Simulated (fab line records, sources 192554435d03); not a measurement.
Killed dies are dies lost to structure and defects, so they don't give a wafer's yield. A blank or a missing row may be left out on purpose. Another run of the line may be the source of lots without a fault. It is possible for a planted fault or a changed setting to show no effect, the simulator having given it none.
What tool caused it?	flow n5Finfet	72 wafers from 24 lots sampled at 5 of the route's 1938 steps

## WHAT THE GAUGES SHOWED, per wafer
N5_BEOL_M12_RS_MEAS_54: uses a four-point probe to measure. Usual: M12_RS typically reads 0.0602 ohm/sq, with standard deviation 0.0011.
lot	measured	on	M12_RS (ohm/sq)	flag
L075	day 11 21:12	filmMetro-01	0.0588 0.0583 0.0614	
L074	day 12 00:43	filmMetro-02	0.0602 0.0611 0.0584	
L076	day 12 14:59	filmMetro-01	0.0583 0.0607 0.0603	
L077	day 12 15:58	filmMetro-01	0.0590 0.0598 0.0613	
L078	day 12 19:41	filmMetro-01	0.0607 0.0610 0.0608	
L079	day 12 20:57	filmMetro-01	0.0619 0.0595 0.0614	
L080	day 13 05:02	filmMetro-02	0.0604 0.0590 0.0613	
L083	day 13 05:07	filmMetro-01	0.0624 0.0619 0.0611	
L081	day 14 01:14	filmMetro-02	0.0584 0.0584 0.0606	
L084	day 14 11:52	filmMetro-02	0.0609 0.0589 0.0587	
L082	day 14 14:11	filmMetro-01	0.0595 0.0595 0.0594	
L088	day 14 14:26	filmMetro-02	0.0607 0.0605 0.0590	
L085	day 14 21:28	filmMetro-01	0.0614 0.0610 0.0616	
L086	day 15 05:58	filmMetro-01	0.0589 0.0608 0.0585	
L087	day 15 06:26	filmMetro-01	0.0623 0.0596 0.0603	
L089	day 15 15:46	filmMetro-01	0.0586 0.0612 0.0588	
L092	day 15 20:32	filmMetro-01	0.0610 0.0595 0.0599	
L090	day 16 00:01	filmMetro-01	0.0593 0.0612 0.0594	
L091	day 16 04:00	filmMetro-02	0.0595 0.0606 0.0590	
L093	day 16 09:26	filmMetro-01	0.0597 0.0622 0.0611	
L094	day 16 13:00	filmMetro-01	0.0610 0.0609 0.0603	
L095	day 16 18:50	filmMetro-02	0.0631 0.0600 0.0590	
L096	day 17 17:01	filmMetro-02	0.0589 0.0605 0.0600	
L097	day 17 22:18	filmMetro-02	0.0608 0.0603 0.0614	

N5_BEOL_M13_INSPECT_12: inspects for defects (macro). Usual: 2.1 for rawDefectCount, sd 1.4.
lot	measured	on	rawDefectCount	flag
L075	day 11 21:46	defectInspect-01	5 2 1	
L074	day 12 01:18	defectInspect-01	3 5 1	
L076	day 12 16:40	defectInspect-02	2 1 1	
L077	day 12 16:42	defectInspect-01	0 2 2	
L078	day 12 20:16	defectInspect-02	2 2 2	
L079	day 12 21:31	defectInspect-01	0 2 1	
L080	day 13 05:36	defectInspect-01	2 2 2	
L083	day 13 05:49	defectInspect-01	1 0 2	
L081	day 14 01:49	defectInspect-02	2 2 3	
L084	day 14 12:34	defectInspect-01	3 1 1	
L082	day 14 14:46	defectInspect-01	1 2 1	
L088	day 14 15:08	defectInspect-01	2 3 1	
L085	day 14 22:09	defectInspect-02	2 2 4	
L086	day 15 06:40	defectInspect-01	3 5 2	
L087	day 15 07:00	defectInspect-02	1 4 3	
L089	day 15 16:28	defectInspect-01	1 4 1	
L092	day 15 21:07	defectInspect-01	6 0 5	
L090	day 16 00:43	defectInspect-01	3 1 3	
L091	day 16 04:34	defectInspect-01	3 4 0	
L093	day 16 10:08	defectInspect-02	3 1 0	
L094	day 16 13:34	defectInspect-02	3 1 2	
L095	day 16 19:31	defectInspect-01	2 3 3	
L096	day 17 17:35	defectInspect-01	2 3 0	
L097	day 17 22:53	defectInspect-01	5 2 2	

N5_BEOL_M13_RS_MEAS_54: uses a four-point probe to measure. Usual: M13_RS typically reads 0.0446 ohm/sq, with standard deviation 0.00072.
lot	measured	on	M13_RS (ohm/sq)	flag
L075	day 12 06:29	filmMetro-02	0.0448 0.0437 0.0447	
L074	day 12 12:34	filmMetro-02	0.0440 0.0451 0.0439	
L076	day 12 22:01	filmMetro-02	0.0435 0.0444 0.0453	
L077	day 12 22:16	filmMetro-02	0.0448 0.0435 0.0435	
L078	day 13 03:28	filmMetro-01	0.0456 0.0439 0.0455	
L079	day 13 03:44	filmMetro-01	0.0446 0.0445 0.0441	
L080	day 13 11:13	filmMetro-01	0.0449 0.0449 0.0466	
L083	day 13 11:52	filmMetro-01	0.0439 0.0438 0.0450	
L081	day 14 06:28	filmMetro-01	0.0437 0.0452 0.0443	
L084	day 14 17:49	filmMetro-02	0.0443 0.0448 0.0447	
L082	day 14 19:58	filmMetro-01	0.0442 0.0448 0.0453	
L088	day 14 20:54	filmMetro-01	0.0439 0.0447 0.0440	
L085	day 15 02:55	filmMetro-02	0.0450 0.0464 0.0443	
L086	day 15 11:01	filmMetro-01	0.0438 0.0446 0.0458	
L087	day 15 12:07	filmMetro-02	0.0445 0.0450 0.0453	
L089	day 15 21:13	filmMetro-01	0.0439 0.0462 0.0439	
L092	day 16 00:45	filmMetro-01	0.0437 0.0441 0.0457	
L090	day 16 04:50	filmMetro-02	0.0438 0.0448 0.0458	
L091	day 16 08:23	filmMetro-02	0.0454 0.0432 0.0442	
L093	day 16 15:37	filmMetro-02	0.0438 0.0446 0.0438	
L094	day 16 19:10	filmMetro-01	0.0434 0.0438 0.0443	
L095	day 17 00:11	filmMetro-02	0.0458 0.0441 0.0440	
L096	day 17 22:01	filmMetro-02	0.0438 0.0444 0.0438	
L097	day 18 04:45	filmMetro-02	0.0450 0.0452 0.0454	

## WHAT TOOL EACH LOT RAN ON (gives the tool, then ch and the chambers of the sampled wafers, and finally the start)
lot	N5_BEOL_M12_ANNEAL_48	N5_BEOL_M13_VIA_ETCH_16
L075	rtpAnneal-02 ch 0, day 11 20:29	rieDiel-02 ch 0,2,3, day 11 21:53
L074	rtpAnneal-02 ch 0, day 12 00:05	rieDiel-04 ch 2,3, day 12 01:25
L076	rtpAnneal-02 ch 0, day 12 14:23	rieDiel-05 ch 1,2,3, day 12 16:53
L077	rtpAnneal-02 ch 0, day 12 15:17	rieDiel-05 ch 1,2, day 12 17:05
L078	rtpAnneal-02 ch 0, day 12 19:01	rieDiel-05 ch 2,3, day 12 20:37
L079	rtpAnneal-01 ch 0, day 12 20:16	rieDiel-04 ch 1,2,3, day 12 21:38
L080	rtpAnneal-01 ch 0, day 13 04:21	rieDiel-04 ch 0,1, day 13 05:51
L083	rtpAnneal-02 ch 0, day 13 04:30	rieDiel-02 ch 2,3, day 13 06:14
L081	rtpAnneal-02 ch 0, day 14 00:31	rieDiel-04 ch 0,1, day 14 01:56
L084	rtpAnneal-01 ch 0, day 14 11:11	rieDiel-04 ch 1,3, day 14 13:09
L082	rtpAnneal-01 ch 0, day 14 13:28	rieDiel-02 ch 1,2,3, day 14 14:53
L088	rtpAnneal-02 ch 0, day 14 13:41	rieDiel-02 ch 2,3, day 14 15:35
L085	rtpAnneal-01 ch 0, day 14 20:46	rieDiel-04 ch 0,2,3, day 14 22:33
L086	rtpAnneal-01 ch 0, day 15 05:16	rieDiel-04 ch 0,2,3, day 15 06:47
L087	rtpAnneal-02 ch 0, day 15 05:43	rieDiel-02 ch 0,2, day 15 07:07
L089	rtpAnneal-02 ch 0, day 15 15:05	rieDiel-05 ch 0,1,2, day 15 16:35
L092	rtpAnneal-01 ch 0, day 15 19:49	rieDiel-04 ch 0,1,2, day 15 21:14
L090	rtpAnneal-01 ch 0, day 15 23:18	rieDiel-04 ch 0,1,2, day 16 00:50
L091	rtpAnneal-01 ch 0, day 16 03:17	rieDiel-02 ch 0,1,3, day 16 04:41
L093	rtpAnneal-02 ch 0, day 16 08:44	rieDiel-02 ch 0,1,3, day 16 10:16
L094	rtpAnneal-02 ch 0, day 16 12:17	rieDiel-05 ch 0,1,2, day 16 13:41
L095	rtpAnneal-02 ch 0, day 16 18:11	rieDiel-04 ch 0,3, day 16 19:38
L096	rtpAnneal-02 ch 0, day 17 16:17	rieDiel-04 ch 0,1,2, day 17 17:42
L097	rtpAnneal-01 ch 0, day 17 21:37	rieDiel-02 ch 1,2,3, day 17 23:00
- N5_BEOL_M12_ANNEAL_48: time 90 s.
- N5_BEOL_M13_VIA_ETCH_16: etches SiOC in C4F8/O2/Ar, target depth 921.7 nm.

## WHAT THE TOOLS THEMSELVES READ (means of the sampled wafers that have a number; where no wafer has one, the mark that the record gives instead)
N5_BEOL_M12_ANNEAL_48. Usual: 225.81 for wafer_temp_C_max, sd 0.29.
lot	tool	wafer_temp_C_max	flag
L075	rtpAnneal-02	226.30	
L074	rtpAnneal-02	225.84	
L076	rtpAnneal-02	225.76	
L077	rtpAnneal-02	225.89	
L078	rtpAnneal-02	226.30	
L079	rtpAnneal-01	225.67	
L080	rtpAnneal-01	225.71	
L083	rtpAnneal-02	226.03	
L081	rtpAnneal-02	225.75	
L084	rtpAnneal-01	225.44	
L082	rtpAnneal-01	225.66	
L088	rtpAnneal-02	226.27	
L085	rtpAnneal-01	225.55	
L086	rtpAnneal-01	225.82	
L087	rtpAnneal-02	225.91	
L089	rtpAnneal-02	225.78	
L092	rtpAnneal-01	225.44	
L090	rtpAnneal-01	225.44	
L091	rtpAnneal-01	225.57	
L093	rtpAnneal-02	226.08	
L094	rtpAnneal-02	225.97	
L095	rtpAnneal-02	226.18	
L096	rtpAnneal-02	225.93	
L097	rtpAnneal-01	225.62	

N5_BEOL_M13_VIA_ETCH_16. Usual: drypumpMotorCurrentA 5.6 A, standard deviation 0.51; oesProductAu 0.74 a.u., standard deviation 0.075; rfVppV 666 V, standard deviation 3.7; showerheadPlenumPTorr 3.43 Torr, standard deviation 0.12; throttleValvePct 24.31 %, standard deviation 0.21.
lot	tool	drypumpMotorCurrentA (A)	oesProductAu (a.u.)	rfVppV (V)	showerheadPlenumPTorr (Torr)	throttleValvePct (%)	flag
L075	rieDiel-02	5.8	0.74	666	3.43	24.25	
L074	rieDiel-04	6.2	0.73	668	3.50	24.54	
L076	rieDiel-05	5.9	0.70	665	3.42	24.28	
L077	rieDiel-05	6.0	0.65	663	3.35	24.38	
L078	rieDiel-05	5.6	0.72	666	3.40	24.25	
L079	rieDiel-04	5.9	0.78	666	3.42	24.41	
L080	rieDiel-04	4.9	0.83	669	3.52	24.07	
L083	rieDiel-02	5.8	0.76	668	3.48	24.12	
L081	rieDiel-04	4.9	0.81	668	3.52	24.08	
L084	rieDiel-04	5.5	0.81	664	3.35	24.29	
L082	rieDiel-02	5.6	0.76	665	3.42	24.26	
L088	rieDiel-02	5.7	0.76	665	3.41	24.21	
L085	rieDiel-04	5.7	0.72	667	3.50	24.41	
L086	rieDiel-04	5.7	0.72	667	3.49	24.41	
L087	rieDiel-02	5.8	0.65	667	3.43	24.34	
L089	rieDiel-05	5.7	0.70	666	3.42	24.27	
L092	rieDiel-04	5.4	0.77	668	3.51	24.25	
L090	rieDiel-04	5.4	0.76	667	3.51	24.25	
L091	rieDiel-02	5.5	0.71	664	3.35	24.43	
L093	rieDiel-02	5.5	0.71	663	3.35	24.45	
L094	rieDiel-05	5.7	0.70	666	3.41	24.29	
L095	rieDiel-04	5.7	0.69	664	3.39	24.46	
L096	rieDiel-04	5.4	0.75	668	3.50	24.27	
L097	rieDiel-02	5.6	0.73	666	3.40	24.30	

## THE ANSWER, worked out from the rows above alone
Rule: lot off if the mean of its wafers having a number is beyond 3 standard deviations from the usual mean. A lot without any number at a reading at which 4 lots or more have one is off too. Where the step has rows for the other lots, those lots are counted as sound. Order of review: gauges by route order, followed by the tools' own readings, for which a lot's mean as printed above is used. The first step at which some lot is off is used, and at that step the reading that is off furthest; a lot without a number counts as furthest.
No lot is off on any of the readings shown, so nothing can be concluded from this.

## WHAT THE SIMULATOR HAD PUT IN
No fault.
